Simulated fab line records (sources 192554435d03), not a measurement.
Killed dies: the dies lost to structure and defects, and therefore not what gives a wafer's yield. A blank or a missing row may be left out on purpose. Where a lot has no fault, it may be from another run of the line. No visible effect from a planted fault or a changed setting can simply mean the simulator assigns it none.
3 desks looking at one fault -- flow n5Finfet -- only its own numbers are on each desk; what lay behind them is given at the end
Where a reading is given only as a bound, like >300, the bound stands for it, and a mean or a difference that rests on one is marked > or <: the true number lies beyond.

## FOR THE TOOL OWNER'S DESK: rieDiel-06
The tool's own readings at N5_BEOL_M14_ETCH_59 (etches BARC in N2/H2, target depth 89 nm, overetch 26.7 nm, time 67.9 s): means of the sampled wafers that have a number, for each lot that ran on this tool. If a lot's mean is further than 4 standard deviations from the usual mean, the lot is out of limits and carries the mark OUT (the distance appears in the brackets). Only the readings that lie furthest out on some lot appear, 7 of the 8 it has.
Columns: A = biasW at N5_BEOL_M14_ETCH_59, usual 149.9 W; B = chamberPressureMTorr at N5_BEOL_M14_ETCH_59, usual 29.999 mTorr; C = drypumpMotorCurrentA at N5_BEOL_M14_ETCH_59, usual 5.9 A; D = n2FlowSccm at N5_BEOL_M14_ETCH_59, usual 199.9 sccm; E = oesProductAu at N5_BEOL_M14_ETCH_59, usual 0.66 a.u.; F = rfVppV at N5_BEOL_M14_ETCH_59, usual 523.9 V; G = showerheadPlenumPTorr at N5_BEOL_M14_ETCH_59, usual 2.54 Torr
lot,first seen here,A,B,C,D,E,F,G
L381,day 12 11:26,150.2,30.005,5.5,200.2,0.65,524.9,2.57
L385,day 12 21:54,150.1,30.007,6.1,199.9,0.72,524.6,2.57
L384,day 13 06:14,149.9,29.988,5.8,199.6,0.67,523.7,2.55
L401,day 17 12:44,149.7,29.992,5.9,200.0,0.72,523.8,2.57
L400,day 18 12:58,149.8,30.028,5.8,199.8,0.65,525.2,2.58
Result from this desk: across the 5 lots, nothing is out of limits.

## THE METROLOGY DESK
What the gauges read for every lot (on any tool): the sampled wafers with a number, averaged. If a lot's mean is further than 4 standard deviations from the usual mean, the lot is out of limits and carries the mark OUT (the distance appears in the brackets).
Columns: A = cdNm at N5_BEOL_M14_CD_MEAS_10, usual 248.8 nm
lot,first seen here,A
L381,day 12 11:17,248.7
L385,day 12 21:14,249.3
L387,day 13 04:08,250.1
L384,day 13 06:07,245.6
L386,day 13 10:48,246.2
L388,day 14 00:48,249.2
L390,day 14 23:34,249.0
L393,day 15 09:21,246.6
L401,day 17 12:31,249.9
L400,day 18 12:49,250.1
Result from this desk: across the 10 lots, nothing is out of limits.

## THE DEFECT DESK
Per lot, the means of the sampled wafers with a number show what the inspections along the route counted. If a lot's mean is further than 4 standard deviations from the usual mean, the lot is out of limits and carries the mark OUT (the distance appears in the brackets).
Columns: A = rawDefectCount at N5_BEOL_M14_INSPECT_30, usual 2.1
lot,first seen here,A
L381,day 12 12:20,2.7
L385,day 12 22:49,2.0
L387,day 13 05:03,3.0
L384,day 13 07:09,0.7
L386,day 13 11:48,2.7
L388,day 14 01:42,3.3
L390,day 15 00:28,1.0
L393,day 15 10:25,2.0
L401,day 17 13:38,>300 (+99 or more) OUT
L400,day 18 13:44,>300 (+99 or more) OUT
Finding of this desk: L400, L401 out of limits; the first was L401 at day 17 13:38, on rawDefectCount at N5_BEOL_M14_INSPECT_30. In limits: L381, L385, L387, L384, L386, L388, L390, L393.

## BROUGHT TOGETHER
The defect desk could have raised an alarm at day 17 13:38, on L400, L401.
The desk of the tool owner found nothing out of limits.
Metrology desk: nothing out of limits seen.
The tool owner's desk has L400, L401 on record, within its limits.
The metrology desk has L400, L401 on record, within its limits.
N5_BEOL_M14_ETCH_59 was run on rieDiel-06 by each of the lots named.

## WHAT THE SIMULATOR HAD PUT IN
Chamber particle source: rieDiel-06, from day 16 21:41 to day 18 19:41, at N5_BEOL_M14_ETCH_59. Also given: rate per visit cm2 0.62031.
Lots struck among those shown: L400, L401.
Hours from the fault's start to each desk's first reading out of limits: the defect desk, 16.
